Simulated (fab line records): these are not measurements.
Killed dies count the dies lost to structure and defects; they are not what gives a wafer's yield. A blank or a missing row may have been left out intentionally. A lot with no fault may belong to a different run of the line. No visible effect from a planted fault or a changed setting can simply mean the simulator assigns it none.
Problem report, 8D (eight disciplines) form, completed by code :: flow nandHarc :: the parts of the form that need people (team, actions taken, sign-off) are left out

1. PROBLEM STATEMENT
oesProductAu at NHARC_A_STAIRCASE_TRIM_22 reads a mean of 0.908 a.u. on 2 wafers of 2 lots; wafers without a fault read 1.002 a.u. with a standard deviation of 0.012. Measured from the usual mean, that is -7.8 standard deviations.
The step: chemistry O2, time 211.2 s.
Earliest sighting: wafer L536.1 on rieDiel-09 at day 23 05:33. The record has a number at this step for 35 wafers belonging to 12 lots. Rule for "out" (also "out of limits"): further than 4 standard deviations from the usual mean. The rest of the wafers with a number are treated as sound.

2. WHAT IT IS; WHAT IT IS NOT
question: which readings at this step
is: oesProductAu
is not: drypumpMotorCurrentA, rfVppV, showerheadPlenumPTorr, throttleValvePct

question: which lots
is: L536, L538
is not: L519, L520, L521, L522, L523, L525, L527, L529, L530, L541

question: which wafers of those lots
is: L536.1, L538.4
is not: L536.6, L538.5, L538.6

question: read on which tools
is: rieDiel-09
is not: rieDiel-13

question: when
is: from day 23 05:33
is not: up to then (28 sound wafers); but 5 sound wafers of L538, L541 came after

3. WHAT RULES OUT EACH SUSPECT
Counting: a tool at a process step up to the reading stays a suspect if it ran every lot that is out. Sound lots after the first of them don't rule it out here, since some wafers of a struck lot are sound.
- rieDiel-06 at NHARC_A_STAIRCASE_TRIM_18 (chemistry O2, time 211.2 s): kept. It processed each lot that is out (first: L536, day 23 05:33); up to then, its last sound lot is L522 (day 17 05:25). NHARC_A_STAIRCASE_TRIM_18 gives no start for some lots, so the hours and the order of its lots are those of NHARC_A_STAIRCASE_TRIM_22.
- rieDiel-06 at NHARC_A_STAIRCASE_ETCH_19 (etches the open film in C4F8/O2, target depth 100 nm, time 40.5 s): kept. It processed each lot that is out (first: L536, day 23 05:33); up to then, its last sound lot is L522 (day 17 05:25). NHARC_A_STAIRCASE_ETCH_19 gives no start for some lots, so the hours and the order of its lots are those of NHARC_A_STAIRCASE_TRIM_22.
- rieDiel-09 at NHARC_A_STAIRCASE_TRIM_22 (chemistry O2, time 211.2 s): kept. It processed each lot that is out (first: L536, day 23 05:33); up to then, its last sound lot is L529 (day 20 19:15). Out on those wafers are its own readings of oesProductAu.
- In rieDiel-06 at NHARC_A_STAIRCASE_ETCH_19, the wafers that are out were processed in chamber 2 and their sound lot-mates in chambers 0, 3.
- In rieDiel-09 at NHARC_A_STAIRCASE_TRIM_22, the wafers that are out were processed in chamber 1 and their sound lot-mates in chambers 0, 3.
rieDiel-06 at NHARC_A_STAIRCASE_TRIM_18, rieDiel-06 at NHARC_A_STAIRCASE_ETCH_19 and rieDiel-09 at NHARC_A_STAIRCASE_TRIM_22 are what is left after counting.

4. THE CAUSE (what the simulator had put in)
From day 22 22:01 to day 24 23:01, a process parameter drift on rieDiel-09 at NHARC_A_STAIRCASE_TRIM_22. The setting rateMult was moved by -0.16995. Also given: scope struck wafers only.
This tool is one of the 3 suspects left after counting.

5. THE EFFECT CHAIN, in route order
One row per reading whose mean, taken over the struck wafers that have a number, lies over 3 standard deviations from the usual. Only readings whose record carries a usual standard deviation are examined. hours: median over the lots of the time between each lot's start at the first step of this table that gives one and its start at this step. sigmas: the change, counted in usual standard deviations.
hours: 0
step: NHARC_A_STAIRCASE_TRIM_22
reading: oesProductAu
usual: 1.002 a.u.
on struck wafers: 0.908
change: -0.094
sigmas: -7.8
Here are the process steps it includes:
- NHARC_A_STAIRCASE_TRIM_22: chemistry O2, time 211.2 s.
Later steps that measure or inspect, where all struck wafers having a row at the step show a number for every such reading and not one has moved that far: NHARC_END_SORT_01.

6. WHAT WOULD HAVE CAUGHT IT SOONER
8 hours passed between the start of the fault at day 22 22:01 and the first reading out of limits in this record, taken at day 23 05:33.
